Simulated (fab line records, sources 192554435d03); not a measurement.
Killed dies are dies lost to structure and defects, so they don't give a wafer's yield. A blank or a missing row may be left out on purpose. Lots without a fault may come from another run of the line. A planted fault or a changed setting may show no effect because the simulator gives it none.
Split-lot experiment | flow n5_finfet | 7 lots, 39 wafers read, on a route of 1938 steps

THE SPLIT
At N5_DUMMY_GATE_ETCH_37 (etches SOC in N2/H2, target depth 60 nm, overetch 30 nm), the setting source_w was moved away from the recipe's 840 W on 12 of the 39 wafers read, by -12.5% to +14.8%. The other wafers ran this setting at the recipe's value.

The reading is taken at the split's own step.

THE READING
rf_vpp_V, in V, at N5_DUMMY_GATE_ETCH_37 (etches SOC in N2/H2, target depth 60 nm, overetch 30 nm). Fault-free wafers of this fab line usually give 524.0 V, standard deviation 2.8 V.

wafer  | tool, chamber at the split | source_w as run, W | against the recipe | rf_vpp_V, V | against lot-mates on the recipe
L074.1 | rie_diel-05, 0             | 888.1              | +5.7%              | 510.9       | -10.6
L074.2 | rie_diel-05, 3             | 840                | recipe             | 522.0       | -
L074.3 | rie_diel-05, 1             | 840                | recipe             | 522.1       | -
L074.4 | rie_diel-05, 2             | 888.1              | +5.7%              | 516.9       | -4.6
L074.5 | rie_diel-05, 2             | 888.1              | +5.7%              | 516.5       | -5.0
L074.6 | rie_diel-05, 1             | 840                | recipe             | 520.5       | -
L076.1 | rie_diel-01, 2             | 947                | +12.7%             | 503.9       | -23.3
L076.2 | rie_diel-01, 1             | 840                | recipe             | 525.8       | -
L076.3 | rie_diel-01, 0             | 840                | recipe             | 528.4       | -
L076.4 | rie_diel-01, 3             | 947                | +12.7%             | 501.6       | -25.6
L076.5 | rie_diel-01, 1             | 947                | +12.7%             | 505.0       | -22.2
L076.6 | rie_diel-01, 0             | 840                | recipe             | 527.5       | -
L078.1 | rie_diel-05, 1             | 840                | recipe             | 520.7       | -
L078.2 | rie_diel-05, 2             | 840                | recipe             | 527.2       | -
L078.3 | rie_diel-05, 0             | 840                | recipe             | 520.9       | -
L078.4 | rie_diel-05, 3             | 964.7              | +14.8%             | 495.5       | -27.4
L078.5 | rie_diel-05, 3             | 964.7              | +14.8%             | 497.6       | -25.3
L078.6 | rie_diel-05, 2             | 964.7              | +14.8%             | 502.9       | -20.0
L079.1 | rie_diel-05, 1             | 840                | recipe             | 522.1       | -
L079.2 | rie_diel-05, 3             | 840                | recipe             | 519.0       | -
L079.3 | rie_diel-05, 0             | 840                | recipe             | 520.9       | -
L079.4 | rie_diel-05, 2             | 840                | recipe             | 527.1       | -
L079.5 | rie_diel-05, 2             | 840                | recipe             | 529.2       | -
L079.6 | rie_diel-05, 1             | 840                | recipe             | 520.8       | -
L087.1 | rie_diel-05, 0             | 840                | recipe             | 520.4       | -
L087.2 | rie_diel-05, 2             | 840                | recipe             | 526.8       | -
L087.3 | rie_diel-05, 1             | 840                | recipe             | 523.2       | -
L087.4 | rie_diel-05, 3             | 840                | recipe             | 528.2       | -
L087.5 | rie_diel-05, 1             | 840                | recipe             | 519.1       | -
L087.6 | rie_diel-05, 0             | 840                | recipe             | 520.0       | -
L090.1 | rie_diel-01, 3             | 840                | recipe             | 523.0       | -
L090.2 | rie_diel-01, 1             | 840                | recipe             | 524.7       | -
L090.3 | rie_diel-01, 2             | 735                | -12.5%             | 548.4       | +23.7
L090.4 | rie_diel-01, 0             | 735                | -12.5%             | 549.1       | +24.4
L090.5 | rie_diel-01, 1             | 840                | recipe             | 526.3       | -
L090.6 | rie_diel-01, 2             | 735                | -12.5%             | 546.7       | +22.0
L095.1 | rie_diel-05, 0             | 840                | recipe             | 518.9       | -
L095.2 | rie_diel-05, 1             | 840                | recipe             | 521.6       | -
L095.4 | rie_diel-05, 1             | 840                | recipe             | 521.0       | -

THE FIT
A straight line over all 39 wafers: rf_vpp_V changes by -1.73 V for each +1% of source_w; r = -0.96; the points scatter about the line by 3.2 V.
The same after taking each lot's own level away (the mean of its wafers on the recipe; 39 wafers): -1.75 V for each +1%; r = -0.97; scatter 2.9 V.
On that fit, the largest move of source_w shifts the reading by 26 V.
The lots' own levels span 520.50 to 527.23 V, that is 2.4 times the standard deviation above.
So the lot-to-lot level changes the slope little: the two slopes agree.
Check: with one of the wafers moved furthest among these (+14.8%) left out of the fit, the line predicts -25.3 V for it against its lot-mates. It came out at -27.4 V against them.
Tool readings at the split's step, against how far the setting was moved: rf_vpp_V r = -0.96.

OTHER SPLITS ON THESE WAFERS
These wafers also went through other splits before the reading. Each is held against what the fit with the lots' levels taken away leaves over:
other split on the same wafers | wafers away from the commonest value | r with rf_vpp_V (lot level and that fit taken away)
N5_FIN_CUT_ETCH_21 time_s      | 18                                   | -0.08
N5_DUMMY_GATE_CVD_03 time_s    | 30                                   | +0.14

THE FILE'S OWN FIT
rf_vpp_V changes by -1.74 V for each +1% of source_w, r = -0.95.
